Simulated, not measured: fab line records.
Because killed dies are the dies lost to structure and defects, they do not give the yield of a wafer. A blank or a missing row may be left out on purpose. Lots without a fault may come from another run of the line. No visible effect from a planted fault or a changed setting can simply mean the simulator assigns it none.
fab line records    flow nandHarc    part 1 of 2: steps 1 to 23 of 31
record: lots: 5  wafers: 15  lastDay: 30
route steps=1302 shown A_STAIRCASE@777
lots that met no fault: taken from a fault-free run of the same line
startH: start of the lot's first displayed wafer, in hours after the record's first day    waitH: hours since the lot's step before    " repeats the value in the row above    L1.1+2: several wafers, shown together as one row    - either no value or no given start    * or withheld: withheld    < > ~ a bound
route shown NAME@n: a module of which the file shows steps, and the number in the route of the first    usual: mean/standard deviation of fault-free wafers    same: alike in all rows    chamber/n: place in a boat    sites: the reading at each site    _std_site: their standard deviation    _edge_site: mean of outer sites minus mean of inner sites    radiusMm: how far each site lies from the wafer's centre    mask NAME#n: copy n    behind: tool/chamber where the wafer was last shaped    hold: reason for holding the lot/hours on hold/outcome of the hold    device: the transistor (n, p or np) that didn't switch    end of line: the route-end tests of the same wafers    where a step has no rows: the recipe by itself    killed: at the first sort, the dies lost to defects and structure; wafer yield is something else    map: a wafer's dies, marking killed ones x, the rest . and places with no die _
set.NAME: setting as actually run; set.NAME@STEP: the setting as run at that earlier step    model.NAME: the simulator's own value behind a step, which no gauge read
lots at some steps of the route; a table a step, a row a wafer
services: from which hour (startH, from the record's first day; less than 0 if before it) a tool's chamber was out of use, for how many hours, and why
== steps ==
step: NHARC_A_STAIRCASE_SOFTBAKE_263
recipe: tempC: 135  timeS: 170
usual: heaterPowerTotalW: 134.4/0.96  plateTempC: 135.03/0.14
lot.wafer  tool           chamber  startH  waitH  heaterPowerTotalW  plateTempC
L078.1     lithoTrack-02  0        -       -      135.5              134.91
L078.3     "              0        "       "      133.3              135.20
L078.6     "              0        "       "      133.3              134.86
L079.1     lithoTrack-03  0        -       -      133.3              134.93
L079.3     "              0        "       "      135.1              134.97
L079.6     "              0        "       "      133.5              135.00
L087.4     lithoTrack-02  0        -       -      133.2              135.00
L087.5     "              0        "       "      133.3              134.90
L087.6     "              0        "       "      134.5              135.06
L088.2     lithoTrack-02  0        -       -      135.9              135.24
L088.5     "              0        "       "      133.9              135.27
L088.6     "              0        "       "      135.5              135.25
L090.2     lithoTrack-05  0        -       -      134.3              135.08
L090.5     "              0        "       "      135.7              135.08
L090.6     "              0        "       "      135.5              135.11
step: NHARC_A_STAIRCASE_EBR_264
lot.wafer   tool           chamber  startH  waitH
L078.1+3+6  lithoTrack-02  0        -       -
L079.1+3+6  lithoTrack-03  0        -       -
L087.4+5+6  lithoTrack-02  0        -       -
L088.2+5+6  lithoTrack-02  0        -       -
L090.2+5+6  lithoTrack-05  0        -       -
step: NHARC_A_STAIRCASE_EXPOSE_265
recipe: na: 0.5  doseMj: 25.01  maskId: CHOP_200
usual: reticleTempC: 22.98/0.11
lot.wafer  tool           chamber  startH  waitH  mask        reticleTempC
L078.1     krfScanner-03  0        416.49  -      CHOP_200#0  23.09
L078.3     "              0        "       "      CHOP_200#0  22.90
L078.6     "              0        "       "      CHOP_200#0  22.87
L079.1     krfScanner-04  0        425.86  -      CHOP_200#0  22.99
L079.3     "              0        "       "      CHOP_200#0  22.98
L079.6     "              0        "       "      CHOP_200#0  22.89
L087.4     krfScanner-03  0        504.70  -      CHOP_200#0  22.89
L087.5     "              0        "       "      CHOP_200#0  23.09
L087.6     "              0        "       "      CHOP_200#0  22.95
L088.2     krfScanner-03  0        520.24  -      CHOP_200#0  22.88
L088.5     "              0        "       "      CHOP_200#0  22.93
L088.6     "              0        "       "      CHOP_200#0  23.06
L090.2     krfScanner-02  0        523.35  -      CHOP_200#0  22.88
L090.5     "              0        "       "      CHOP_200#0  22.98
L090.6     "              0        "       "      CHOP_200#0  22.85
step: NHARC_A_STAIRCASE_PEB_266
recipe: pebTempC: 115  pebTimeS: 130
usual: heaterPowerTotalW: 123.87/0.19  plateTempC: 115.01/0.12
lot.wafer  tool           chamber  startH  waitH  heaterPowerTotalW  plateTempC
L078.1     lithoTrack-05  0        416.56  0.1    123.63             114.87
L078.3     "              0        "       "      124.06             115.05
L078.6     "              0        "       "      123.81             114.96
L079.1     lithoTrack-05  0        425.93  0.1    123.83             115.05
L079.3     "              0        "       "      123.51             115.06
L079.6     "              0        "       "      124.05             115.21
L087.4     lithoTrack-05  0        504.75  0.0    124.03             115.12
L087.5     "              0        "       "      124.02             115.21
L087.6     "              0        "       "      124.09             115.05
L088.2     lithoTrack-03  0        520.30  0.1    124.06             114.95
L088.5     "              0        "       "      123.69             115.16
L088.6     "              0        "       "      123.69             115.07
L090.2     lithoTrack-02  0        523.41  0.1    123.92             115.20
L090.5     "              0        "       "      123.81             115.08
L090.6     "              0        "       "      123.81             115.35
step: NHARC_A_STAIRCASE_DEVELOP_267
recipe: timeS: 140
lot.wafer   tool           chamber  startH  waitH
L078.1+3+6  lithoTrack-05  0        -       -
L079.1+3+6  lithoTrack-05  0        -       -
L087.4+5+6  lithoTrack-05  0        -       -
L088.2+5+6  lithoTrack-03  0        -       -
L090.2+5+6  lithoTrack-02  0        -       -
step: NHARC_A_STAIRCASE_HARDBAKE_269
recipe: tempC: 120  timeS: 140
usual: heaterPowerTotalW: 127.30/0.2
lot.wafer  tool           chamber  startH  waitH  heaterPowerTotalW
L078.1     lithoTrack-03  0        416.78  -      126.85
L078.3     "              0        "       "      127.64
L078.6     "              0        "       "      127.26
L079.1     lithoTrack-02  0        426.15  -      127.58
L079.3     "              0        "       "      127.11
L079.6     "              0        "       "      127.37
L087.4     lithoTrack-03  0        504.98  -      127.32
L087.5     "              0        "       "      127.25
L087.6     "              0        "       "      127.49
L088.2     lithoTrack-05  0        520.52  -      127.58
L088.5     "              0        "       "      127.32
L088.6     "              0        "       "      127.33
L090.2     lithoTrack-05  0        523.63  -      127.28
L090.5     "              0        "       "      127.19
L090.6     "              0        "       "      127.55
step: NHARC_A_STAIRCASE_DESCUM_270
recipe: timeS: 3  o2FlowSccm: 200  arFlowSccm: 0  biasPowerW: 0  chemistry: O2
usual: drypumpMotorCurrentA: 5.9/0.54  oesProductAu: 1.003/0.012  rfVppV: 57.5/1  showerheadPlenumPTorr: 1.86/0.069  throttleValvePct: 11.311/0.0094
lot.wafer  tool        chamber  startH  waitH  drypumpMotorCurrentA  oesProductAu  rfHoursCounterH  rfVppV  showerheadPlenumPTorr  throttleValvePct
L078.3     rieDiel-02  0        416.88  -      5.5                   1.005         7                57.3    1.77                   11.298
L078.1     "           1        "       "      6.0                   0.985         7                57.6    1.80                   11.311
L078.6     "           0        "       "      5.5                   1.013         -                56.6    1.77                   11.306
L079.3     rieDiel-12  0        426.24  -      6.7                   0.995         54               57.7    1.79                   11.329
L079.1     "           3        "       "      5.4                   1.004         50               58.8    1.88                   11.309
L079.6     "           0        "       "      6.7                   0.997         -                56.7    1.79                   11.311
L087.4     rieDiel-12  1        505.07  -      6.1                   0.988         18               58.6    1.85                   11.299
L087.5     "           3        "       "      5.3                   1.010         -                58.0    1.87                   11.305
L087.6     "           0        "       "      6.7                   0.992         -                57.9    1.78                   11.326
L088.2     rieDiel-02  2        520.62  -      4.8                   1.003         42               55.3    1.86                   11.311
L088.6     "           1        "       "      6.0                   0.987         -                55.9    1.79                   11.303
L088.5     "           2        "       "      4.8                   1.002         -                55.4    1.86                   11.308
L090.2     rieDiel-02  3        523.74  -      6.0                   1.003         40               56.4    1.81                   11.306
L090.6     "           0        "       "      5.6                   1.009         -                56.7    1.76                   11.321
L090.5     "           1        "       "      6.0                   0.977         -                57.3    1.79                   11.311
step: NHARC_A_STAIRCASE_ETCH_271
recipe: cf4FlowSccm: 100  chf3FlowSccm: 30  arFlowSccm: 0  rfW: 500  biasW: 200  chemistry: CF4/CHF3
usual: biasW: 200.0/0.56  drypumpMotorCurrentA: 5.8/0.54  oesProductAu: 0.960/0.022  rfVppV: 369.4/1.9  showerheadPlenumPTorr: 1.54/0.052  throttleValvePct: 16.802/0.0096
lot.wafer  tool        chamber  startH  waitH  biasW  drypumpMotorCurrentA  oesProductAu  rfHoursCounterH  rfVppV  showerheadPlenumPTorr  throttleValvePct
L078.1     rieDiel-02  0        417.01  0.1    200.3  5.5                   0.941         7                367.1   1.47                   16.810
L078.3     "           2        "       "      200.5  4.7                   0.963         5                368.7   1.54                   16.796
L078.6     "           0        "       "      200.7  5.6                   0.945         -                367.3   1.47                   16.808
L079.1     rieDiel-12  2        426.32  0.1    199.9  5.9                   1.004         47               369.8   1.54                   16.821
L079.3     "           0        "       "      200.5  6.7                   0.957         54               368.3   1.48                   16.816
L079.6     "           3        "       "      199.7  5.4                   0.989         -                369.3   1.55                   16.799
L087.4     rieDiel-12  3        505.14  0.1    199.4  5.3                   0.973         20               369.8   1.54                   16.801
L087.5     "           3        "       "      199.5  5.3                   0.968         -                370.0   1.54                   16.817
L087.6     "           0        "       "      200.5  6.7                   0.962         -                367.7   1.47                   16.792
L088.2     rieDiel-02  0        520.72  0.1    200.1  5.6                   0.989         40               367.3   1.46                   16.823
L088.5     "           2        "       "      199.4  4.8                   0.973         -                371.4   1.53                   16.793
L088.6     "           3        "       "      199.3  6.0                   0.986         -                369.2   1.49                   16.806
L090.2     rieDiel-02  3        523.82  0.1    200.1  6.1                   0.959         40               369.3   1.49                   16.798
L090.6     "           1        "       "      199.1  6.1                   0.947         -                368.2   1.48                   16.803
L090.5     "           2        "       "      200.6  4.7                   0.980         -                369.7   1.53                   16.793
step: NHARC_A_STAIRCASE_HM_OPEN_457
recipe: o2FlowSccm: 400  cosFlowSccm: 20  arFlowSccm: 0  rfW: 500  biasW: 300  chemistry: O2/COS
usual: biasW: 300.0/0.9  drypumpMotorCurrentA: 5.8/0.54  oesProductAu: 1.003/0.011  rfVppV: 465.7/2.4  showerheadPlenumPTorr: 3.05/0.1  throttleValvePct: 28.330/0.0091
lot.wafer  tool        chamber  startH  waitH  biasW  drypumpMotorCurrentA  oesProductAu  rfHoursCounterH  rfVppV  showerheadPlenumPTorr  throttleValvePct
L078.3     rieDiel-02  0        -       -      300.7  5.6                   1.011         7                463.7   2.91                   28.326
L078.1     "           1        "       "      301.1  6.0                   0.973         7                463.4   2.95                   28.328
L078.6     "           3        "       "      299.7  6.0                   1.007         -                465.1   2.98                   28.344
L079.3     rieDiel-12  1        -       -      299.2  6.1                   1.009         47               465.6   3.04                   28.330
L079.1     "           3        "       "      300.5  5.4                   1.012         50               465.4   3.07                   28.330
L079.6     "           1        "       "      299.7  6.2                   1.016         -                464.2   3.04                   28.328
L087.4     rieDiel-12  1        -       -      299.9  6.2                   0.990         18               465.1   3.03                   28.346
L087.6     "           2        "       "      301.4  5.9                   1.002         -                465.9   3.05                   28.329
L087.5     "           3        "       "      301.3  5.3                   1.003         -                466.5   3.06                   28.321
L088.2     rieDiel-02  1        -       -      300.0  6.0                   0.987         42               462.6   2.94                   28.326
L088.5     "           0        "       "      299.2  5.6                   1.016         -                463.7   2.89                   28.330
L088.6     "           1        "       "      299.1  6.1                   0.992         -                463.1   2.94                   28.324
L090.2     rieDiel-02  0        -       -      300.7  5.6                   1.012         41               460.6   2.89                   28.324
L090.6     "           2        "       "      299.2  4.8                   0.998         -                465.2   3.04                   28.346
L090.5     "           3        "       "      301.6  6.1                   0.993         -                464.8   2.96                   28.328
step: NHARC_A_STAIRCASE_STRIP_458
recipe: o2FlowSccm: 400  cosFlowSccm: 20  arFlowSccm: 0  biasW: 0  chemistry: O2/COS
lot.wafer   tool        chamber  startH  waitH
L078.1+3+6  rieDiel-02  2,0,1    -       -
L079.3+1+6  rieDiel-12  3,0,1    -       -
L087.4+5+6  rieDiel-12  1,1,2    -       -
L088.2+5+6  rieDiel-02  2,1,2    -       -
L090.2+6+5  rieDiel-02  0,3,0    -       -
step: NHARC_A_STAIRCASE_ETCH_451
recipe: targetDepthA: 300  overetchA: 30  timeS: 16.5  ionEnergyEv: 100  cf4FlowSccm: 80  o2FlowSccm: 20  arFlowSccm: 0  rfW: 300  biasW: 100  chemistry: CF4/O2
usual: biasW: 100.0/0.31  drypumpMotorCurrentA: 5.8/0.53  oesProductAu: 1.003/0.012  rfVppV: 197.2/1.2  showerheadPlenumPTorr: 1.30/0.046  throttleValvePct: 13.398/0.0087
lot.wafer  tool        chamber  startH  waitH  biasW  drypumpMotorCurrentA  oesProductAu  rfHoursCounterH  rfVppV  showerheadPlenumPTorr  throttleValvePct
L078.1     rieDiel-02  0        -       -      100.2  5.6                   1.011         7                196.2   1.24                   13.393
L078.3     "           1        "       "      99.7   6.0                   0.983         7                195.2   1.26                   13.405
L078.6     "           3        "       "      100.1  6.0                   1.015         -                195.8   1.27                   13.393
L079.3     rieDiel-12  0        -       -      100.4  6.7                   1.002         54               196.8   1.25                   13.383
L079.1     "           2        "       "      100.2  5.8                   1.022         48               196.3   1.31                   13.401
L079.6     "           3        "       "      100.1  5.4                   1.007         -                197.8   1.31                   13.384
L087.4     rieDiel-12  2        -       -      100.1  5.8                   1.015         18               198.1   1.30                   13.390
L087.6     "           1        "       "      100.4  6.1                   0.998         -                197.5   1.30                   13.398
L087.5     "           2        "       "      100.0  5.8                   1.008         -                196.0   1.30                   13.377
L088.2     rieDiel-02  0        -       -      99.5   5.5                   1.010         40               196.1   1.23                   13.405
L088.5     "           0        "       "      100.4  5.5                   1.008         -                195.7   1.23                   13.402
L088.6     "           1        "       "      100.0  6.0                   0.981         -                196.5   1.25                   13.386
L090.2     rieDiel-02  1        -       -      100.1  6.0                   0.988         43               195.5   1.25                   13.408
L090.5     "           3        "       "      99.5   6.0                   0.995         -                195.5   1.27                   13.387
L090.6     "           0        "       "      99.3   5.5                   1.010         -                194.6   1.23                   13.402
step: NHARC_A_STAIRCASE_ETCH_273
recipe: targetDepthA: 1.02e+05  timeS: 2468.6  ionEnergyEv: 800  c4f8FlowSccm: 80  o2FlowSccm: 60  arFlowSccm: withheld  rfW: 600  biasW: 3000  chemistry: C4F8/O2/Ar
usual: biasW: 2999/9.3  oesProductAu: 0.939/0.014  rfVppV: 1821/8.8
lot.wafer  tool        chamber  startH  waitH  biasW  oesProductAu  rfHoursCounterH  rfVppV
L078.1     rieDiel-02  1        -       -      2987   0.925         8                1813
L078.3     "           2        "       "      3001   0.941         6                1823
L078.6     "           0        "       "      3003   0.942         -                1808
L079.3     rieDiel-12  3        -       -      3004   0.969         50               1822
L079.1     "           1        "       "      3008   0.959         47               1819
L079.6     "           3        "       "      2992   0.958         -                1822
L087.4     rieDiel-12  3        -       -      2991   0.945         20               1821
L087.6     "           0        "       "      3000   0.950         -                1809
L087.5     "           1        "       "      2998   0.944         -                1820
L088.2     rieDiel-02  1        -       -      3014   0.927         43               1812
L088.6     "           3        "       "      3005   0.954         -                1813
L088.5     "           0        "       "      2999   0.956         -                1808
L090.2     rieDiel-02  1        -       -      2994   0.943         44               1812
L090.5     "           3        "       "      2993   0.931         -                1813
L090.6     "           0        "       "      3003   0.939         -                1808
step: NHARC_A_STAIRCASE_STRIP_274
recipe: o2FlowSccm: 500  arFlowSccm: 0  biasW: 0  chemistry: O2
usual: drypumpMotorCurrentA: 5.8/0.54  oesProductAu: 1.002/0.013  rfVppV: 57.8/0.92  showerheadPlenumPTorr: 3.45/0.12  throttleValvePct: 17.037/0.0089
same: biasW: 0
lot.wafer  tool        chamber  startH  waitH  drypumpMotorCurrentA  oesProductAu  rfHoursCounterH  rfVppV  showerheadPlenumPTorr  throttleValvePct
L078.1     rieDiel-02  0        -       -      5.6                   1.003         9                56.9    3.29                   17.044
L078.3     "           3        "       "      6.1                   1.005         7                57.8    3.37                   17.038
L078.6     "           0        "       "      5.6                   1.003         -                59.2    3.29                   17.040
L079.3     rieDiel-12  2        -       -      5.9                   1.027         48               58.1    3.47                   17.036
L079.1     "           3        "       "      5.3                   1.017         52               59.2    3.47                   17.040
L079.6     "           1        "       "      6.2                   1.025         -                58.0    3.44                   17.036
L087.4     rieDiel-12  3        -       -      5.4                   1.009         21               60.0    3.45                   17.030
L087.6     "           2        "       "      5.9                   1.013         -                57.3    3.45                   17.021
L087.5     "           3        "       "      5.3                   1.016         -                57.5    3.46                   17.031
L088.2     rieDiel-02  1        -       -      6.0                   0.976         43               58.0    3.32                   17.047
L088.6     "           3        "       "      6.0                   1.005         -                58.2    3.35                   17.061
L088.5     "           0        "       "      5.6                   1.006         -                56.7    3.27                   17.030
L090.2     rieDiel-02  1        -       -      6.0                   0.991         44               56.7    3.32                   17.039
L090.5     "           2        "       "      4.8                   0.990         -                57.0    3.44                   17.044
L090.6     "           1        "       "      6.0                   0.979         -                56.5    3.32                   17.027
step: NHARC_A_STAIRCASE_STRIP_275
recipe: timeS: 900  tempC: 130  chemistry: SPM
lot.wafer   tool         chamber  startH  waitH
L078.6+3+1  wetBench-03  1,2,4    419.43  -
L079.3+6+1  wetBench-03  6,7,1    428.75  -
L087.6+4+5  wetBench-05  3,6,0    507.56  -
L088.2+5+6  wetBench-05  3,5,6    523.13  -
L090.2+6+5  wetBench-01  3,4,7    526.27  -
step: NHARC_A_STAIRCASE_PRECLEAN_276
recipe: timeS: *  tempC: 50  bathAgeMin: 0  chemistry: SC1
lot.wafer   tool         chamber  startH  waitH
L078.6+3+1  wetBench-03  1,2,4    -       -
L079.3+6+1  wetBench-03  6,7,1    -       -
L087.6+4+5  wetBench-05  3,6,0    -       -
L088.2+5+6  wetBench-05  3,5,6    -       -
L090.2+6+5  wetBench-01  3,4,7    -       -
step: NHARC_A_STAIRCASE_SRD_277
lot.wafer   tool         chamber  startH  waitH
L078.6+3+1  wetBench-03  1,2,4    -       -
L079.3+6+1  wetBench-03  6,7,1    -       -
L087.6+4+5  wetBench-05  3,6,0    -       -
L088.2+5+6  wetBench-05  3,5,6    -       -
L090.2+6+5  wetBench-01  3,4,7    -       -
step: NHARC_A_STAIRCASE_HM_DEP_459
recipe: targetThkA: 15000  tempC: 400  material: aC
usual: throttleValvePct: 35.000/0.009
lot.wafer  tool       chamber  startH  waitH  throttleValvePct
L078.1     aclDep-01  0        421.57  1.7    34.987
L078.3     "          0        "       "      34.989
L078.6     "          0        "       "      35.016
L079.1     aclDep-03  0        431.92  2.7    34.996
L079.3     "          0        "       "      35.009
L079.6     "          0        "       "      34.992
L087.4     aclDep-02  0        511.38  3.4    34.998
L087.5     "          0        "       "      34.999
L087.6     "          0        "       "      35.000
L088.2     aclDep-03  0        524.71  1.1    35.003
L088.5     "          0        "       "      35.013
L088.6     "          0        "       "      35.004
L090.2     aclDep-01  0        527.10  0.4    35.009
L090.5     "          0        "       "      35.011
L090.6     "          0        "       "      35.007
step: NHARC_A_STAIRCASE_DEP_280
recipe: targetThkA: 300  targetThkNm: 30  tempC: 400  pressureTorr: 3.5  flowSccm: 200  rfW: 350  material: SiON
usual: heaterPowerW: 709/85
lot.wafer  tool      chamber  startH  waitH  heaterPowerW
L078.1     pecvd-02  2        423.40  1.5    782
L078.3     "         1        "       "      559
L078.6     "         2        "       "      749
L079.1     pecvd-03  1        433.81  1.6    657
L079.3     "         2        "       "      814
L079.6     "         0        "       "      730
L087.6     pecvd-02  0        512.42  0.1    768
L087.5     "         1        "       "      589
L087.4     "         2        "       "      715
L088.2     pecvd-02  0        526.30  1.3    831
L088.5     "         0        "       "      829
L088.6     "         1        "       "      646
L090.2     pecvd-02  0        528.65  1.2    732
L090.6     "         0        "       "      719
L090.5     "         1        "       "      568
step: NHARC_A_STAIRCASE_DEHYDRATE_281
recipe: tempC: 150  timeS: 120
usual: heaterPowerTotalW: 182.6/1.2  plateTempC: 149.99/0.15
lot.wafer  tool           chamber  startH  waitH  heaterPowerTotalW  plateTempC
L078.1     lithoTrack-02  0        423.67  0.2    181.3              150.14
L078.3     "              0        "       "      184.6              149.72
L078.6     "              0        "       "      183.9              149.96
L079.1     lithoTrack-05  0        434.08  0.2    181.9              150.02
L079.3     "              0        "       "      182.3              149.90
L079.6     "              0        "       "      181.6              149.95
L087.4     lithoTrack-02  0        512.61  0.1    183.0              150.00
L087.5     "              0        "       "      182.8              150.02
L087.6     "              0        "       "      181.4              150.14
L088.2     lithoTrack-02  0        526.54  0.2    180.4              149.68
L088.5     "              0        "       "      182.0              150.00
L088.6     "              0        "       "      182.6              149.91
L090.2     lithoTrack-03  0        528.92  0.2    184.8              150.01
L090.5     "              0        "       "      180.9              149.76
L090.6     "              0        "       "      183.5              149.88
step: NHARC_A_STAIRCASE_HMDS_282
recipe: timeS: 30
lot.wafer   tool           chamber  startH  waitH
L078.1+3+6  lithoTrack-02  0        -       -
L079.1+3+6  lithoTrack-05  0        -       -
L087.4+5+6  lithoTrack-02  0        -       -
L088.2+5+6  lithoTrack-02  0        -       -
L090.2+5+6  lithoTrack-03  0        -       -
step: NHARC_A_STAIRCASE_COAT_283
recipe: spinRpm: 1200
lot.wafer   tool           chamber  startH  waitH
L078.1+3+6  lithoTrack-02  0        -       -
L079.1+3+6  lithoTrack-05  0        -       -
L087.4+5+6  lithoTrack-02  0        -       -
L088.2+5+6  lithoTrack-02  0        -       -
L090.2+5+6  lithoTrack-03  0        -       -
step: NHARC_A_STAIRCASE_SOFTBAKE_284
recipe: tempC: 135  timeS: 170
usual: heaterPowerTotalW: 134.4/0.96  plateTempC: 135.00/0.15
lot.wafer  tool           chamber  startH  waitH  heaterPowerTotalW  plateTempC
L078.1     lithoTrack-02  0        -       -      133.2              134.80
L078.3     "              0        "       "      133.2              134.92
L078.6     "              0        "       "      135.5              134.94
L079.1     lithoTrack-05  0        -       -      133.3              134.78
L079.3     "              0        "       "      135.4              134.90
L079.6     "              0        "       "      136.2              134.89
L087.4     lithoTrack-02  0        -       -      133.6              135.17
L087.5     "              0        "       "      134.3              135.16
L087.6     "              0        "       "      134.5              134.96
L088.2     lithoTrack-02  0        -       -      133.9              135.08
L088.5     "              0        "       "      133.2              135.09
L088.6     "              0        "       "      134.2              135.02
L090.2     lithoTrack-03  0        -       -      134.0              134.93
L090.5     "              0        "       "      134.3              135.03
L090.6     "              0        "       "      134.8              135.03
step: NHARC_A_STAIRCASE_EBR_285
lot.wafer   tool           chamber  startH  waitH
L078.1+3+6  lithoTrack-02  0        -       -
L079.1+3+6  lithoTrack-05  0        -       -
L087.4+5+6  lithoTrack-02  0        -       -
L088.2+5+6  lithoTrack-02  0        -       -
L090.2+5+6  lithoTrack-03  0        -       -
